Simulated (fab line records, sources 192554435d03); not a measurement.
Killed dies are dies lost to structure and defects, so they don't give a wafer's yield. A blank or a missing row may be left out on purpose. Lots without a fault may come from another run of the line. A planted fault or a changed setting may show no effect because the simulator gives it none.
Split-lot experiment | flow n5_finfet | 7 lots, 21 wafers read, on a route of 1938 steps

THE SPLIT
At N5_DUMMY_GATE_DESCUM_20 (chemistry O2, time 6.2 s), the setting time_s was moved away from the recipe's 6.2 s on 7 of the 21 wafers read, by -19.7% to +20.9%. The other wafers ran this setting at the recipe's value.

The reading is taken at the split's own step.

THE READING
CAR-EUV_of_DUMMY_GATE_COAT_09.thk_nm (the simulator's own value, which no gauge read), in nm, at N5_DUMMY_GATE_DESCUM_20 (chemistry O2, time 6.2 s). The file gives no usual value for it. The 14 wafers here that ran the recipe average 26.5 nm, standard deviation 0.12 nm.

wafer  | tool, chamber at the split | time_s as run, s | against the recipe | CAR-EUV_of_DUMMY_GATE_COAT_09.thk_nm, nm | against lot-mates on the recipe
L076.2 | rie_diel-01, 2,1           | 6.2              | recipe             | 26.6                                     | -
L076.5 | rie_diel-01, 2,1           | 6.2              | recipe             | 26.6                                     | -
L076.4 | rie_diel-01, 0             | 6.696            | +8.0%              | 26.4                                     | -0.2
L078.1 | rie_diel-01, 3,2,0         | 6.2              | recipe             | 26.6                                     | -
L078.3 | rie_diel-01, 3,2,0         | 6.2              | recipe             | 26.6                                     | -
L078.4 | rie_diel-01, 3,2,0         | 6.2              | recipe             | 26.6                                     | -
L083.1 | rie_diel-02, 2,0           | 6.2              | recipe             | 26.4                                     | -
L083.5 | rie_diel-02, 2,0           | 6.2              | recipe             | 26.4                                     | -
L083.6 | rie_diel-02, 3             | 7.496            | +20.9%             | 25.8                                     | -0.6
L090.4 | rie_diel-06, 0             | 4.981            | -19.7%             | 27                                       | +0.7
L090.5 | rie_diel-06, 0             | 6.2              | recipe             | 26.4                                     | -
L090.6 | rie_diel-06, 1             | 6.2              | recipe             | 26.2                                     | -
L092.1 | rie_diel-06, 0,1,0         | 6.2              | recipe             | 26.4                                     | -
L092.3 | rie_diel-06, 0,1,0         | 6.2              | recipe             | 26.4                                     | -
L092.6 | rie_diel-06, 0,1,0         | 6.2              | recipe             | 26.4                                     | -
L093.1 | rie_diel-06, 3,2           | 5.549            | -10.5%             | 26.8                                     | +0.4
L093.2 | rie_diel-06, 3,2           | 5.549            | -10.5%             | 26.8                                     | +0.4
L093.3 | rie_diel-06, 0             | 6.2              | recipe             | 26.4                                     | -
L097.3 | rie_diel-01, 2             | 4.992            | -19.5%             | 27.2                                     | +0.6
L097.4 | rie_diel-01, 0             | 4.992            | -19.5%             | 27.4                                     | +0.8
L097.5 | rie_diel-01, 3             | 6.2              | recipe             | 26.6                                     | -
Where a row lists several chambers, the file gives one row for several wafers and doesn't say which wafer went through which chamber.

THE FIT
A straight line over all 21 wafers: CAR-EUV_of_DUMMY_GATE_COAT_09.thk_nm changes by -0.0339 nm for each +1% of time_s; r = -0.92; the points scatter about the line by 0.13 nm.
The same after taking each lot's own level away (the mean of its wafers on the recipe; 21 wafers): -0.0335 nm for each +1%; r = -0.99; scatter 0.055 nm.
On that fit, the largest move of time_s shifts the reading by 0.7 nm.
The lots' own levels span 26.30 to 26.60 nm, that is 2.5 times the standard deviation above.
So the lot-to-lot level changes the slope little: the two slopes agree.
Check: with one of the wafers moved furthest among these (+20.9%) left out of the fit, the line predicts -0.728 nm for it against its lot-mates. It came out at -0.6 nm against them.

OTHER SPLITS ON THESE WAFERS
These wafers also went through other splits before the reading. Each is held against what the fit with the lots' levels taken away leaves over:
other split on the same wafers                    | wafers away from the commonest value | r with CAR-EUV_of_DUMMY_GATE_COAT_09.thk_nm (lot level and that fit taken away)
N5_WELL_APT_COAT_02 spin_rpm                      | 6                                    | +0.40
N5_PMOS_HMC_CHANNEL_EPI_COAT_03 spin_rpm          | 3                                    | +0.16
N5_PMOS_HMC_CHANNEL_EPI_DEVELOP_08 develop_time_s | 7                                    | -0.05
N5_FIN_SAQP_PECVD_47 time_s                       | 7                                    | +0.18
N5_FIN_SAQP_DEVELOP_15 develop_time_s             | 11                                   | +0.30
N5_FIN_CUT_COAT_19 spin_rpm                       | 5                                    | +0.27
N5_FIN_CUT_EXPOSE_05 dose_mj                      | 8                                    | +0.08

THE FILE'S OWN FIT
CAR-EUV_of_DUMMY_GATE_COAT_09.thk_nm changes by -0.0332 nm for each +1% of time_s, r = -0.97.
